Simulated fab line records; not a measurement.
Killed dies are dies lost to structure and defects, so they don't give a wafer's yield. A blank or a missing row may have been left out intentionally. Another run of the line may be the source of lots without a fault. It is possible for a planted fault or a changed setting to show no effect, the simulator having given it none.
fab line records	flow n5_finfet
record lots=9	wafers=27	last_day=20
route steps=1938 shown BEOL_M4@1111 BEOL_M9@1458 BEOL_M10@1472 PASSIVATION@1936
lots untouched by any fault: they come from a run of this same line in which no faults occurred
start_h: hours from the record's opening day to when the first of the lot's shown wafers began	wait_h: hours from the lot's prior step to this one	" as in the row above	L1.1+2: several wafers, shown together as one row	- value missing, or start not given	* or withheld: withheld	< > ~ a bound
route shown NAME@n: a module of which the file shows steps, and the number in the route of the first	usual: the fault-free wafers' mean and standard deviation	same: alike in all rows	chamber/n: place in a boat	sites: readings site by site	_std_site: standard deviation of those values	_edge_site: the outer-site mean with the inner-site mean subtracted	radius_mm: for every site, how far away it sits from the centre of the wafer	mask NAME#n: copy n	behind: the tool/chamber that last shaped the wafer	hold: why the lot went on hold/how many hours it stayed there/how the hold came to an end	device: the n, p or np transistor that did not switch	end of line: the same wafers' tests at the end of the route	where a step has no rows: the recipe by itself	killed: at the first sort, the dies lost to defects and structure; wafer yield is something else	map: a wafer's dies, x killed, . not, _ none there
set.NAME: the setting the step ran with; set.NAME@STEP: the setting that earlier step ran with	model.NAME: the simulator's own value behind a step, which no gauge read
the route's steps for a sample of lots (tables are steps, rows are wafers)
services: a tool's chamber out of use, with start hour (start_h, from the record's first day; less than 0 if before it), hours out, and reason
## steps
# step N5_BEOL_M4_RC_MEAS_101
# usual DIBL_N=36.3/1.2	DIBL_P=36.3/1.4	IOFF_N=0.160/0.02	IOFF_P=0.210/0.025	ION_N=675/9.5	ION_P=462/7	SS_N=71.5/0.53	SS_P=73.4/0.55	VT_N=249.5/2.6	VT_P=-250.1/2.9
lot.wafer	tool	chamber	start_h	wait_h	DIBL_N[mV/V]	DIBL_P[mV/V]	IOFF_N[nA/um]	IOFF_P[nA/um]	ION_N[uA/um]	ION_P[uA/um]	SS_N[mV/dec]	SS_P[mV/dec]	VT_N[mV]	VT_P[mV]
L792.4	prober-01	0	210.98	0.5	35.4	37.2	0.147	0.184	676	449	71.5	72.9	252.4	-253.0
L792.5	"	0	"	"	35.3	36.7	0.145	0.182	670	456	71.5	73.2	252.5	-253.3
L792.6	"	0	"	"	35.5	36.8	0.142	0.176	670	454	72.1	73.9	255.6	-251.6
L796.2	prober-02	0	220.98	0.2	35.0	36.0	0.131	0.170	653	447	71.3	72.8	253.0	-252.7
L796.5	"	0	"	"	36.5	37.3	0.165	0.196	668	458	72.1	74.0	248.6	-252.3
L796.6	"	0	"	"	34.5	36.1	0.131	0.177	650	446	71.4	74.1	252.1	-253.2
L795.3	prober-01	0	221.34	0.3	37.9	36.3	0.179	0.211	692	467	71.9	73.8	249.8	-250.3
L795.4	"	0	"	"	37.2	37.1	0.172	0.231	684	469	71.8	73.4	250.0	-247.6
L795.6	"	0	"	"	36.4	35.5	0.152	0.203	677	462	72.2	73.8	251.3	-250.0
L800.1	prober-02	0	282.97	0.0	35.2	34.7	0.131	0.185	658	450	71.7	73.8	254.0	-251.0
L800.2	"	0	"	"	35.2	36.1	0.147	0.210	684	468	70.9	73.9	251.6	-248.5
L800.5	"	0	"	"	36.1	36.3	0.147	0.188	664	453	71.8	73.7	252.1	-253.5
L805.2	prober-01	0	329.33	0.2	37.6	37.1	0.161	0.217	668	463	72.0	73.6	248.7	-250.7
L805.4	"	0	"	"	37.5	38.0	0.166	0.232	672	459	72.5	74.2	250.3	-246.4
L805.6	"	0	"	"	35.9	35.6	0.140	0.205	672	463	71.4	73.5	249.4	-251.9
L809.2	prober-01	0	334.53	0.2	35.8	36.4	0.172	0.200	682	461	70.8	73.0	246.2	-253.4
L809.3	"	0	"	"	35.5	34.8	0.154	0.179	676	458	71.4	73.1	247.9	-254.3
L809.5	"	0	"	"	34.8	34.7	0.147	0.184	677	464	70.5	72.1	250.8	-251.8
L807.3	prober-02	0	338.46	0.3	36.9	37.5	0.162	0.215	668	463	71.9	73.5	250.5	-248.9
L807.4	"	0	"	"	39.5	40.0	0.206	0.265	685	464	71.7	74.6	248.3	-246.1
L807.5	"	0	"	"	38.2	38.9	0.186	0.236	674	457	71.6	74.7	249.9	-248.1
L812.1	prober-01	0	356.00	0.0	33.8	35.9	0.157	0.187	675	459	70.8	73.3	248.4	-252.7
L812.4	"	0	"	"	35.6	36.3	0.190	0.194	668	452	71.2	73.7	248.9	-254.3
L812.6	"	0	"	"	36.2	37.2	0.183	0.204	668	452	71.7	74.0	250.5	-252.4
L811.1	prober-02	0	363.29	0.0	35.3	36.4	0.154	0.208	679	472	71.6	72.7	247.8	-249.9
L811.4	"	0	"	"	34.8	34.8	0.143	0.183	683	466	70.8	72.7	248.7	-250.5
L811.6	"	0	"	"	34.6	35.8	0.151	0.206	691	466	71.3	72.1	250.1	-247.9
# step N5_BEOL_M9_ALD_74
# recipe material=TaN	target_thk_a=20	temp_c=275	ald_precursor_family=PDMAT	ald_co_reactant=NH3	pressure_torr=3	carrier_flow_sccm=1500	pulse_time_s=2	purge_time_s=3	co_reactant_purge_time_s=2	co_reactant_pulse_time_s=3	ald_cycles=40	precursor_vessel_temp_c=75	precursor_vessel_pressure_torr=26.25	precursor_vessel_carrier_sccm=1000
# usual heater_power_w=432/17
# same purge_time_s=3
lot.wafer	tool	chamber	start_h	wait_h	heater_power_w
L792.4	ald_metal-01	2	267.98	0.1	433
L792.5	"	3	"	"	433
L792.6	"	0	"	"	425
L796.2	ald_metal-03	3	278.21	0.0	436
L796.5	"	2	"	"	454
L796.6	"	3	"	"	443
L795.3	ald_metal-03	0	287.18	0.0	436
L795.4	"	2	"	"	452
L795.6	"	2	"	"	464
L800.1	ald_metal-01	2	328.46	0.0	450
L800.2	"	1	"	"	422
L800.5	"	2	"	"	440
L805.2	ald_metal-02	1	381.11	0.1	443
L805.4	"	0	"	"	403
L805.6	"	0	"	"	404
L809.2	ald_metal-01	3	382.19	0.0	435
L809.3	"	2	"	"	445
L809.5	"	1	"	"	421
L807.3	ald_metal-03	3	392.53	0.0	398
L807.4	"	2	"	"	418
L807.5	"	0	"	"	429
L812.1	ald_metal-01	3	403.18	0.0	434
L812.4	"	1	"	"	434
L812.6	"	1	"	"	429
L811.1	ald_metal-01	3	414.33	0.0	425
L811.4	"	2	"	"	446
L811.6	"	1	"	"	422
# step N5_BEOL_M9_SURFACE_TREAT_79
# recipe gas=Ar	time_s=*	ion_energy_ev=*	ion_current_ma_cm2=0.5	pressure_mtorr=*	ar_flow_sccm=30
# usual throttle_valve_pct=*
lot.wafer	tool	chamber	start_h	wait_h	throttle_valve_pct
L792.4	pvd_sputter-02	-	268.32	0.2	*
L792.5	"	-	"	"	*
L792.6	"	-	"	"	*
L796.2	pvd_sputter-01	-	278.51	0.2	*
L796.5	"	-	"	"	*
L796.6	"	-	"	"	*
L795.3	pvd_sputter-02	-	287.47	0.2	*
L795.4	"	-	"	"	*
L795.6	"	-	"	"	*
L800.1	pvd_sputter-01	-	328.80	0.2	*
L800.2	"	-	"	"	*
L800.5	"	-	"	"	*
L805.2	pvd_sputter-02	-	381.49	0.2	*
L805.4	"	-	"	"	*
L805.6	"	-	"	"	*
L809.2	pvd_sputter-01	-	382.70	0.4	*
L809.3	"	-	"	"	*
L809.5	"	-	"	"	*
L807.3	pvd_sputter-01	-	393.97	1.3	*
L807.4	"	-	"	"	*
L807.5	"	-	"	"	*
L812.1	pvd_sputter-02	-	403.50	0.2	*
L812.4	"	-	"	"	*
L812.6	"	-	"	"	*
L811.1	pvd_sputter-02	-	414.70	0.2	*
L811.4	"	-	"	"	*
L811.6	"	-	"	"	*
# step N5_BEOL_M9_SPUTTER_48
# recipe material=Cu	target_thk_a=120	temp_c=-20	bias_v=60	power_w=26000	chamber_pressure_pa=0.13	time_s=2
# usual bias_v=60.0/0.62	cathode_dc_power_W=26000/4.7	chuck_sensor_temp_C=-16.3/0.55	throttle_valve_pct=30.3/1.5
lot.wafer	tool	chamber	start_h	wait_h	bias_v	cathode_dc_power_W	chuck_sensor_temp_C	throttle_valve_pct
L792.4	pvd_sputter-02	-	268.54	0.1	60.3	26002	-16.1	29.2
L792.5	"	-	"	"	60.1	25998	-15.8	29.5
L792.6	"	-	"	"	59.5	26004	-16.6	32.4
L796.2	pvd_sputter-01	-	278.77	0.2	59.0	25998	-16.9	32.8
L796.5	"	-	"	"	59.0	26004	-16.1	29.8
L796.6	"	-	"	"	59.0	25999	-16.9	32.7
L795.3	pvd_sputter-01	-	287.84	0.2	60.6	26004	-15.9	29.6
L795.4	"	-	"	"	59.3	25993	-15.7	28.3
L795.6	"	-	"	"	59.4	25997	-15.5	28.5
L800.1	pvd_sputter-02	-	329.14	0.1	58.7	25997	-16.2	29.4
L800.2	"	-	"	"	60.6	26003	-17.7	29.2
L800.5	"	-	"	"	59.5	25990	-17.2	29.3
L805.2	pvd_sputter-01	-	381.99	0.1	-	-	-	-
L805.4	"	-	"	"	-	-	-	-
L805.6	"	-	"	"	-	-	-	-
L809.2	pvd_sputter-02	-	383.18	0.1	59.8	25996	-16.6	32.6
L809.3	"	-	"	"	60.0	26001	-16.1	29.7
L809.5	"	-	"	"	58.7	25993	-16.1	29.4
L807.3	pvd_sputter-02	-	394.34	0.2	-	-	-	-
L807.4	"	-	"	"	-	-	-	-
L807.5	"	-	"	"	-	-	-	-
L812.1	pvd_sputter-01	-	403.78	0.1	60.1	26004	-17.0	32.9
L812.4	"	-	"	"	59.9	26005	-16.2	29.9
L812.6	"	-	"	"	60.3	25989	-15.9	29.8
L811.1	pvd_sputter-01	-	415.37	0.3	59.7	26005	-15.7	28.4
L811.4	"	-	"	"	61.0	26000	-17.1	33.2
L811.6	"	-	"	"	59.3	25996	-16.1	30.0
# step N5_BEOL_M9_CMP_52
# recipe stop_on=SiCOH_lowk	t_overpolish_s=7	down_force_psi=1	platen_rpm=50	clearing_platen_down_force_psi=1.5	clearing_platen_rpm=50	post_cmp_clean=cu_alkaline	target_thk_nm=140	clearing_platen_pad_velocity_m_s=0.99484	pad_velocity_m_s=0.99484
# usual motor_current_A=6.0/0.49	time_to_endpoint_s=65.1/2.4
lot.wafer	tool	chamber	start_h	wait_h	motor_current_A	time_to_endpoint_s
L792.4	cmp-03	0	269.29	0.2	6.8	68.2
L792.5	"	1	"	"	5.9	69.6
L792.6	"	2	"	"	5.3	68.7
L796.2	cmp-03	0	279.35	0.2	7.1	62.2
L796.6	"	3	"	"	5.3	62.8
L796.5	"	0	"	"	6.9	64.6
L795.3	cmp-04	0	288.36	0.2	6.1	63.5
L795.4	"	3	"	"	6.9	62.0
L795.6	"	0	"	"	6.1	65.1
L800.1	cmp-04	1	330.53	0.3	5.9	64.4
L800.2	"	2	"	"	6.3	63.2
L800.5	"	0	"	"	5.7	66.6
L805.4	cmp-03	0	383.21	0.2	6.7	0.0
L805.2	"	1	"	"	5.6	0.0
L805.6	"	0	"	"	6.9	0.2
L809.2	cmp-04	3	384.21	0.2	6.6	66.5
L809.3	"	2	"	"	6.3	65.8
L809.5	"	0	"	"	5.9	65.2
L807.3	cmp-03	0	394.90	0.2	6.9	0.0
L807.4	"	2	"	"	5.8	0.0
L807.5	"	0	"	"	6.5	0.1
L812.4	cmp-03	2	404.44	0.2	5.7	64.6
L812.1	"	0	"	"	7.1	62.1
L812.6	"	2	"	"	5.7	62.9
L811.1	cmp-04	2	416.01	0.3	6.7	66.6
L811.4	"	0	"	"	6.0	66.7
L811.6	"	2	"	"	6.2	66.2
# step N5_BEOL_M10_THK_MEAS_01
# recipe reads=SiCOH_lowk_of_BEOL_M10_ILD_DEP_00
# usual M10_ILD_THK=267/3
lot.wafer	tool	chamber	start_h	wait_h	M10_ILD_THK[nm]
L792.4	film_metro-01	-	270.26	0.2	274
L792.5	"	-	"	"	273
L792.6	"	-	"	"	271
L796.2	film_metro-02	-	280.47	0.4	265
L796.5	"	-	"	"	270
L796.6	"	-	"	"	273
L795.3	film_metro-02	-	289.51	0.3	265
L795.4	"	-	"	"	271
L795.6	"	-	"	"	271
L800.1	film_metro-01	-	331.54	0.4	268
L800.2	"	-	"	"	262
L800.5	"	-	"	"	267
L809.2	film_metro-01	-	385.38	0.4	263
L809.3	"	-	"	"	267
L809.5	"	-	"	"	270
L812.1	film_metro-01	-	405.52	0.4	264
L812.4	"	-	"	"	267
L812.6	"	-	"	"	269
L811.1	film_metro-01	-	417.20	0.4	264
L811.4	"	-	"	"	270
L811.6	"	-	"	"	269
# step N5_PASSIVATION_PROBE_49
# usual defect_limited_yield=90.9/1.3	killed_at_M0_to_M3=36/11	killed_at_M4_up=13/5.1	killed_at_contacts=14/4.9	killed_at_front_end=41/10	killed_at_other=3.4/2.6	killed_dies=107/16	killed_on_rim=14/4	killed_open=70/11	killed_short=36/7.8	sort_bin_5_function=5.4/0.84	sort_bin_6_memory=3.4/0.67	sort_n_pass=1073/16	sort_yield_pct=90.9/1.3
# same gross_dies=1180	killed_at_back_side=0	sort_bin_4_leakage[%]=0	sort_bin_8_speed[%]=0
lot.wafer	tool	chamber	start_h	wait_h	defect_limited_yield[%]	killed_at_M0_to_M3	killed_at_M4_up	killed_at_contacts	killed_at_front_end	killed_at_other	killed_dies	killed_on_rim	killed_open	killed_short	sort_bin_5_function[%]	sort_bin_6_memory[%]	sort_n_pass	sort_yield_pct[%]
L805.2	prober-01	-	451.21	0.1	0	20	1114	13	33	0	1180	152	46	27	97.8	1.9	0	0
L805.4	prober-01	-	451.31	0.2	0	21	1124	10	25	0	1180	152	43	19	97.8	2.1	0	0
L805.6	prober-01	-	451.41	0.3	0	22	1106	14	33	5	1180	152	52	33	96.7	2.9	0	0
L807.3	prober-01	-	462.46	0.1	0	36	1089	11	40	4	1180	152	74	26	97.4	2.4	0	0
L807.4	prober-01	-	462.51	0.2	0	48	1072	15	42	3	1180	152	79	34	95.6	4.0	0	0
L807.5	prober-01	-	462.56	0.2	0	65	1043	16	49	7	1180	152	92	56	94.2	4.8	0	0
# killed by level:class
L805.2 BEOL_M9:area_ecd=563 BEOL_M9:area_sputter=542 MOL_CONTACT_COAG:geometric_particle:open=12 FIN_SAQP:geometric_particle:short=8 FIN_SAQP:geometric_particle:open=5 STI_FIN_REVEAL:geometric_particle:open=5 BEOL_M3:geometric_particle:open=5 BEOL_M4:geometric_particle:open=5
L805.4 BEOL_M9:area_ecd=571 BEOL_M9:area_sputter=546 MOL_CONTACT_COAG:geometric_particle:open=8 BEOL_M2:geometric_particle:open=8 FIN_SAQP:geometric_particle:short=6 FIN_SAQP:geometric_particle:open=5 BEOL_M3:geometric_particle:open=5 STI_FIN_REVEAL:geometric_particle:open=4
L805.6 BEOL_M9:area_ecd=580 BEOL_M9:area_sputter=513 MOL_CONTACT_COAG:geometric_particle:open=13 FIN_SAQP:geometric_particle:open=10 BEOL_M0_SAQP:geometric_particle:short=9 FIN_SAQP:geometric_particle:short=4 STI_FIN_REVEAL:geometric_particle:open=3 GATE_CUT:geometric_particle:short=3
L807.3 BEOL_M9:area_sputter=575 BEOL_M9:area_ecd=504 BEOL_M0_SAQP:geometric_particle:open=12 STI_FIN_REVEAL:geometric_particle:open=10 FIN_SAQP:geometric_particle:open=8 DUMMY_GATE:geometric_particle:open=8 MOL_CONTACT_COAG:geometric_particle:open=8 BEOL_M2:geometric_particle:open=7
L807.4 BEOL_M9:area_sputter=544 BEOL_M9:area_ecd=522 BEOL_M0_SAQP:geometric_particle:open=15 BEOL_M0_SAQP:geometric_particle:short=12 MOL_CONTACT_COAG:geometric_particle:open=10 STI_FIN_REVEAL:geometric_particle:open=9 FIN_SAQP:geometric_particle:open=8 DUMMY_GATE:geometric_particle:open=8
L807.5 BEOL_M9:area_sputter=518 BEOL_M9:area_ecd=513 FIN_SAQP:geometric_particle:open=16 BEOL_M0_SAQP:geometric_particle:short=16 BEOL_M0_SAQP:geometric_particle:open=14 BEOL_M2:geometric_particle:short=13 FIN_SAQP:geometric_particle:short=10 DUMMY_GATE:geometric_particle:open=10
## services
tool	chamber	start_h	hours	kind
cmp-04	-	245.63	0.6	repair
ald_metal-03	1	263.77	5.8	repair
cmp-04	-	264.61	6.3	pm
cmp-04	-	273.00	2.2	repair
cmp-04	-	300.11	4.0	pm
cmp-04	-	304.11	-	consumable_replace:conditioner
cmp-04	-	304.11	-	consumable_replace:pad
ald_metal-03	-	337.25	14.0	pm
ald_metal-03	0	337.25	14.0	vent_cycle
ald_metal-03	1	337.25	14.0	vent_cycle
ald_metal-03	2	337.25	14.0	vent_cycle
ald_metal-03	3	337.25	14.0	vent_cycle
cmp-03	-	341.70	0.9	repair
cmp-03	-	346.40	1.2	repair
ald_metal-03	0	351.25	-	clean
ald_metal-03	1	351.25	-	clean
ald_metal-03	2	351.25	-	clean
ald_metal-03	3	351.25	-	clean
cmp-04	-	408.34	1.2	repair
## key
first_sign step=N5_BEOL_M9_SPUTTER_48	reading=tool_record	direction=missing
effect step=N5_BEOL_M9_CMP_52	reading=time_to_endpoint_s	direction=down	sigmas=28	usual=*	struck=*
effect step=N5_PASSIVATION_PROBE_49	reading=killed_at_M4_up	direction=up	sigmas=99+	usual=13	struck=1091
more_kills_born_at N5_BEOL_M9_ECD_50@ecd_cu-01=1714	N5_BEOL_M9_SPUTTER_48@pvd_sputter-02=1637	N5_BEOL_M9_SPUTTER_48@pvd_sputter-01=1601
met_at N5_BEOL_M9_SPUTTER_48
struck_lots L805,L807
later_rows_left_out L805.2,L805.4,L805.6,L807.3,L807.4,L807.5
not_acting_at N5_BEOL_M9_ALD_74,N5_BEOL_M9_SURFACE_TREAT_79,N5_BEOL_M10_THK_MEAS_01
onset_between 329.14 381.99
fault kind=skipped_step_whole	tool=pvd_sputter-01,pvd_sputter-02	chamber=-	onset_h=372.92	steps=N5_BEOL_M9_SPUTTER_48	scope=struck_lots_only
# later_rows_left_out: the simulator's readings of these wafers behind a module that went badly wrong aren't trusted and aren't shown, but for the sort
